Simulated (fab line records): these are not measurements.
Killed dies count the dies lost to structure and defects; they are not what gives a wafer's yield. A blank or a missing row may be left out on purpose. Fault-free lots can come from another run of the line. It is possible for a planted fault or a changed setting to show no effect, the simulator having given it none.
Matching of chambers + flow n5-finfet + N5_SPACER0_ALD_00 on ald-sin-02 has 4 sister chambers
The step deposits SiOCN, target thk 3.5 nm, pulse time 3 s, purge time 2 s. 16 wafers are shown with their chamber, then 8 later ones without.

## WAFERS, EACH WITH ITS CHAMBER
| wafer  | chamber | heater-power-w (W) | precursor-pulse-height-rel |
|--------|---------|--------------------|----------------------------|
| L074.2 | 0       | 785                | 0.982                      |
| L074.4 | 1       | 836                | 0.977                      |
| L074.6 | 1       | 855                | 0.997                      |
| L075.1 | 2       | 840                | 1.011                      |
| L075.4 | 3       | 767                | 0.996                      |
| L075.6 | 2       | 830                | 0.994                      |
| L079.1 | 1       | 806                | 0.957                      |
| L079.3 | 3       | 800                | 0.965                      |
| L079.4 | 2       | 842                | 0.972                      |
| L080.2 | 1       | 809                | 1.044                      |
| L080.3 | 3       | 807                | 1.010                      |
| L080.6 | 1       | 845                | 1.017                      |
| L082.4 | 0       | 771                | 0.981                      |
| L082.5 | 3       | 806                | 1.024                      |
| L082.6 | 0       | 764                | 1.003                      |
| L085.2 | 1       | 827                | 1.025                      |

SIGNATURES, as means of the wafers listed above
| reading                    | chamber 0 | chamber 1 | chamber 2 | chamber 3 | scatter within a chamber |
|----------------------------|-----------|-----------|-----------|-----------|--------------------------|
| heater-power-w             | 773.33    | 829.67    | 837.33    | 795.00    | 16.6                     |
| precursor-pulse-height-rel | 0.98867   | 1.00283   | 0.99233   | 0.99875   | 0.0261                   |
Rule: a wafer's distance from a chamber is the root of the sum, over the readings, of the square of ((its reading less the chamber's mean) divided by the reading's scatter). The wafer belongs to the nearest chamber; if the next one is less than 2 further off, it can't be placed. The scatter: take each reading less its chamber's mean, square it, sum over the shown wafers, divide by the number of wafers less the number of chambers, and take the root.

## WAFERS WITH NO CHAMBER GIVEN
| wafer  | heater-power-w (W) | precursor-pulse-height-rel |
|--------|--------------------|----------------------------|
| L085.3 | 815                | 1.020                      |
| L085.5 | 830                | 0.988                      |
| L091.3 | 815                | 0.950                      |
| L091.5 | 803                | 1.003                      |
| L091.6 | 770                | 1.030                      |
| L094.1 | 824                | 1.001                      |
| L094.5 | 793                | 0.968                      |
| L094.6 | 797                | 0.990                      |

## CHAMBER TAKEN BY EACH
| wafer  | from the rows above               | in truth |
|--------|-----------------------------------|----------|
| L085.3 | can't be placed: 1 or 3 or 2 or 0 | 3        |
| L085.5 | can't be placed: 2 or 1 or 3      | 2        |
| L091.3 | can't be placed: 2 or 1 or 3 or 0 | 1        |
| L091.5 | can't be placed: 3 or 1 or 0 or 2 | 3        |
| L091.6 | can't be placed: 0 or 3           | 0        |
| L094.1 | can't be placed: 1 or 2 or 3      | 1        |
| L094.5 | can't be placed: 3 or 0 or 1 or 2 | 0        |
| L094.6 | can't be placed: 3 or 0 or 1      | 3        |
Correct placement for 0 of the 8. These rows do not allow placing 8 (true chamber among the candidates in 8). Wrongly placed: 0.
